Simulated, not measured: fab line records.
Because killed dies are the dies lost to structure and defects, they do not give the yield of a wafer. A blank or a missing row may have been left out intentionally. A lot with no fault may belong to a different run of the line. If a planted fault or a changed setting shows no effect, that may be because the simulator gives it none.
Matching of chambers | flow n5-finfet | 4 sister chambers for N5_DUMMY_GATE_ETCH_37 on rie-diel-02
The step etches SOC in N2/H2, target depth 60 nm, overetch 30 nm. 18 wafers are shown with their chamber, then 8 later ones without.

## WAFERS WITH THEIR CHAMBER
wafer  | chamber | drypump-motor-current-A (A) | showerhead-plenum-p-Torr (Torr) | throttle-valve-pct (%)
L074.1 | 0       | 6.8                         | 2.39                            | 17.60
L074.4 | 2       | 6.7                         | 2.37                            | 17.81
L074.6 | 3       | 6.2                         | 2.45                            | 18.26
L075.2 | 1       | 5.5                         | 2.66                            | 17.67
L075.4 | 3       | 6.2                         | 2.44                            | 18.23
L075.6 | 3       | 6.2                         | 2.44                            | 18.25
L083.1 | 1       | 5.5                         | 2.65                            | 17.72
L083.4 | 1       | 5.5                         | 2.65                            | 17.70
L083.6 | 0       | 6.8                         | 2.39                            | 17.64
L084.1 | 0       | 6.8                         | 2.38                            | 17.65
L084.3 | 2       | 6.7                         | 2.37                            | 17.85
L084.4 | 1       | 5.5                         | 2.65                            | 17.71
L085.2 | 0       | 6.8                         | 2.38                            | 17.65
L085.4 | 1       | 5.6                         | 2.65                            | 17.70
L085.5 | 0       | 6.8                         | 2.39                            | 17.66
L086.1 | 1       | 5.6                         | 2.65                            | 17.71
L086.2 | 0       | 6.8                         | 2.38                            | 17.64
L086.3 | 3       | 6.2                         | 2.44                            | 18.28

SIGNATURES, as means of the wafers listed above
reading                  | chamber 0 | chamber 1 | chamber 2 | chamber 3 | scatter within a chamber
drypump-motor-current-A  | 6.800     | 5.533     | 6.700     | 6.200     | 0.0309
showerhead-plenum-p-Torr | 2.3850    | 2.6517    | 2.3700    | 2.4425    | 0.00469
throttle-valve-pct       | 17.6400   | 17.7017   | 17.8300   | 18.2550   | 0.0203
Rule: a wafer lies at a distance from a chamber equal to the root of the sum of squares, over the readings, of (its reading less the chamber's mean, divided by the reading's scatter). If the next closest chamber is less than 2 further off than the closest, the wafer can't be placed; otherwise it belongs to the closest. The scatter: take each reading less its chamber's mean, square it, sum over the shown wafers, divide by the number of wafers less the number of chambers, and take the root.

## WAFERS MISSING THEIR CHAMBER
wafer  | drypump-motor-current-A (A) | showerhead-plenum-p-Torr (Torr) | throttle-valve-pct (%)
L089.1 | 5.5                         | 2.65                            | 17.72
L089.3 | 6.2                         | 2.44                            | 18.28
L089.6 | 5.5                         | 2.65                            | 17.71
L090.1 | 5.5                         | 2.64                            | 17.75
L090.2 | 6.7                         | 2.36                            | 17.88
L090.4 | 5.5                         | 2.64                            | 17.74
L095.1 | 6.6                         | 2.36                            | 17.86
L095.3 | 5.6                         | 2.64                            | 17.75

## WHICH CHAMBER EACH WENT THROUGH
wafer  | from the rows above | in truth
L089.1 | 1                   | 1
L089.3 | 3                   | 3
L089.6 | 1                   | 1
L090.1 | 1                   | 1
L090.2 | 2                   | 2
L090.4 | 1                   | 1
L095.1 | 2                   | 2
L095.3 | 1                   | 1
8 of 8 placed correctly. Left unplaced by these rows: 0. Number placed wrongly: 0.
